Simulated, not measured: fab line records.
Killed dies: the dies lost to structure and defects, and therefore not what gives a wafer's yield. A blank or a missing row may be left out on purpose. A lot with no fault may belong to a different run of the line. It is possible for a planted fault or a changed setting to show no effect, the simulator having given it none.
A struck lot beside a sound one | flow nandHarc | 38 out of 1302 route steps
Sound: the wafers L302.1, L302.4, L302.6. Wafers L314.1, L314.4, L314.6 were the ones struck. The cause is named last.
Per side, at each step with rows, come the tool, then ch with its chambers, and then its first start. Under that, the readings that differ: sound wafers | struck wafers | difference of the means | sigmas: that difference in standard deviations of wafers without a fault.
alike: readings with means less than 2 such deviations apart, plus words and numbers identical on both sides. not compared: withheld readings, readings lacking a value on some wafer, bounds such as >300 that could conceal the same value, and numbers that have no deviation in the record and whose values overlap.
The two part at a step that has a row with sigmas, a row that says differs or no value, or rows on one side only. Numbers that don't overlap but have no deviation are shown without sigmas and don't part them. Lack of a reading on every wafer of one side parts them only where that side has two or more wafers.

first, 10 steps without rows for these wafers: NHARC_A_CHANNEL_HOLE_D1_STRIP_42 (strips in CF4/CHF3); NHARC_A_CHANNEL_HOLE_D1_STRIP_43 (strips in O2/COS); NHARC_A_CHANNEL_HOLE_D1_ETCH_44 (etches the open film in CF4/O2, target depth 140 nm, overetch 14 nm, time 77 s); NHARC_A_CHANNEL_HOLE_D1_STRIP_27 (strips in O2); NHARC_A_CHANNEL_HOLE_D1_PRECLEAN_28 (cleans in SC1); NHARC_A_CHANNEL_HOLE_D1_SRD_29; NHARC_A_CHANNEL_HOLE_D1_XSEM_31; NHARC_A_CHANNEL_FILL_D1_PRECLEAN_00 (cleans in SC1); NHARC_A_CHANNEL_FILL_D1_SRD_01; NHARC_A_CHANNEL_FILL_D1_ALD_02 (deposits SiO2, target thk 6 nm, pulse time 10 s, ald cycles 60).
NHARC_A_CHANNEL_FILL_D1_ALD_03: deposits SiNx, target thk 6 nm, pulse time 60 s, ald cycles 58.
  sound on aldSinBatch-02 ch 0, day 10 21:00; struck on aldSinBatch-01, day 16 00:18
  no value came back on the struck wafers for aldCycles, chamberPressureTorr (Torr), precursorPulseHeightRel; on the sound wafers aldCycles reads 58 58 58
then, 25 steps without rows for these wafers: NHARC_A_CHANNEL_FILL_D1_ALD_14 (deposits SiO2, target thk 2.5 nm, pulse time 10 s, ald cycles 25); NHARC_A_CHANNEL_FILL_D1_ALD_15 (deposits SiNx, target thk 2 nm, pulse time 60 s, ald cycles 19); NHARC_A_CHANNEL_FILL_D1_ALD_16 (deposits SiO2, target thk 1.5 nm, pulse time 10 s, ald cycles 15); NHARC_A_CHANNEL_FILL_D1_ANNEAL_17 (time 1800 s); NHARC_A_CHANNEL_FILL_D1_CVD_18 (deposits poly-Si, target thk 3 nm); NHARC_A_CHANNEL_FILL_D1_ETCHBACK_19 (etches the open film in HBr/Cl2, target depth 5 nm, time 1.7 s); NHARC_A_CHANNEL_FILL_D1_ETCHBACK_20 (etches the open film in C4F8/O2/Ar, target depth 27 nm, time 13.5 s); NHARC_A_CHANNEL_FILL_D1_STRIP_28 (strips in O2, time 20 s); NHARC_A_CHANNEL_FILL_D1_PRECLEAN_21 (cleans in dHF, time 30 s); NHARC_A_CHANNEL_FILL_D1_SRD_23; NHARC_A_CHANNEL_FILL_D1_CVD_05 (deposits poly-Si, target thk 5 nm); NHARC_A_CHANNEL_FILL_D1_ANNEAL_22 (time 7200 s); NHARC_A_CHANNEL_FILL_D1_ALD_25 (deposits SiOx, target thk 60 nm, pulse time 10 s, ald cycles 600); NHARC_A_CHANNEL_FILL_D1_ETCHBACK_08 (etches the open film in C4F8, target depth 220 nm, time 110 s); NHARC_A_CHANNEL_FILL_D1_STRIP_29 (strips in O2, time 20 s); NHARC_A_CHANNEL_FILL_D1_PRECLEAN_30 (cleans in dHF, time 30 s); NHARC_A_CHANNEL_FILL_D1_SRD_31; NHARC_A_CHANNEL_FILL_D1_CVD_09 (deposits poly-Si, target thk 150 nm, time 3000 s); NHARC_A_CHANNEL_FILL_D1_CMP_10 (polishes, target thk 150 nm); NHARC_A_CHANNEL_FILL_D1_SRD_12; NHARC_A_DECK1_JOINT_ETCHBACK_07 (etches the open film in HBr, target depth 105 nm, time 26.9 s); NHARC_A_DECK1_JOINT_ETCH_25 (etches SiO2 in dHF, target depth 0.5 nm); NHARC_A_DECK1_JOINT_ETCH_19 (etches poly-Si in TMAH, target depth 3 nm); NHARC_A_DECK1_JOINT_ETCH_18 (etches SiO2 in dHF, target depth 3 nm); NHARC_A_DECK1_JOINT_WET_08 (chemistry H3PO4, time 86 s).
-- the record jumps here: 16 days lie between the struck wafers' starts before and after (it left off in module A_DECK1_JOINT and takes up again in module END, whose first step shown is number 1301 of the route) --
NHARC_END_WLT_00:
  sound on prober-01, day 26 15:57; struck on prober-02, day 31 21:17
reading                           | sound             | struck            | difference | sigmas
VT_DECK1_BOTTOM                   | 0.863 0.862 0.860 | 6.015 6.009 6.034 | +5.158     | +99 or more
VT_DECK1_BOTTOM_INNER             | 0.864 0.871 0.870 | 6.009 5.934 5.942 | +5.093     | +99 or more
VT_DECK1_MEDIAN_NEAR_BOTTOM       | 0.861 0.866 0.862 | 6.009 5.997 5.982 | +5.133     | +99 or more
VT_DECK1_MEDIAN_NEAR_BOTTOM_INNER | 0.868 0.860 0.863 | 5.953 6.036 5.987 | +5.128     | +99 or more
VT_DECK1_MIDDLE                   | 0.877 0.877 0.888 | 5.977 6.002 5.963 | +5.100     | +99 or more
VT_DECK1_MIDDLE_INNER             | 0.887 0.871 0.884 | 5.974 6.020 6.007 | +5.120     | +99 or more
VT_DECK1_TOP                      | 0.891 0.884 0.893 | 5.960 6.039 6.008 | +5.113     | +99 or more
VT_DECK1_TOP_INNER                | 0.892 0.888 0.893 | 6.006 5.965 6.056 | +5.118     | +99 or more
VT_DECK2_BOTTOM                   | 0.875 0.870 0.870 | 6.002 5.954 5.960 | +5.100     | +99 or more
VT_DECK2_BOTTOM_INNER             | 0.872 0.872 0.868 | 6.030 6.029 6.019 | +5.155     | +99 or more
VT_DECK2_MEDIAN_NEAR_BOTTOM       | 0.874 0.872 0.876 | 5.965 5.980 5.974 | +5.099     | +99 or more
VT_DECK2_MEDIAN_NEAR_BOTTOM_INNER | 0.876 0.872 0.876 | 5.983 5.980 5.986 | +5.108     | +99 or more
VT_DECK2_MIDDLE                   | 0.892 0.889 0.887 | 5.988 5.947 6.015 | +5.094     | +99 or more
VT_DECK2_MIDDLE_INNER             | 0.893 0.886 0.889 | 5.954 5.999 5.974 | +5.086     | +99 or more
VT_DECK2_TOP                      | 0.899 0.891 0.897 | 6.000 5.979 6.015 | +5.102     | +99 or more
VT_DECK2_TOP_INNER                | 0.897 0.896 0.896 | 5.994 6.041 6.042 | +5.129     | +99 or more
  not compared: hold
NHARC_END_SORT_01:
  the record has rows for the sound wafers here (prober-01 ch 0, day 26 18:55) and none for the struck ones

== WHERE THEY PART ==
Earliest at NHARC_A_CHANNEL_FILL_D1_ALD_03; latest, in this record, at NHARC_END_SORT_01.

WHY: the cause the simulator had injected
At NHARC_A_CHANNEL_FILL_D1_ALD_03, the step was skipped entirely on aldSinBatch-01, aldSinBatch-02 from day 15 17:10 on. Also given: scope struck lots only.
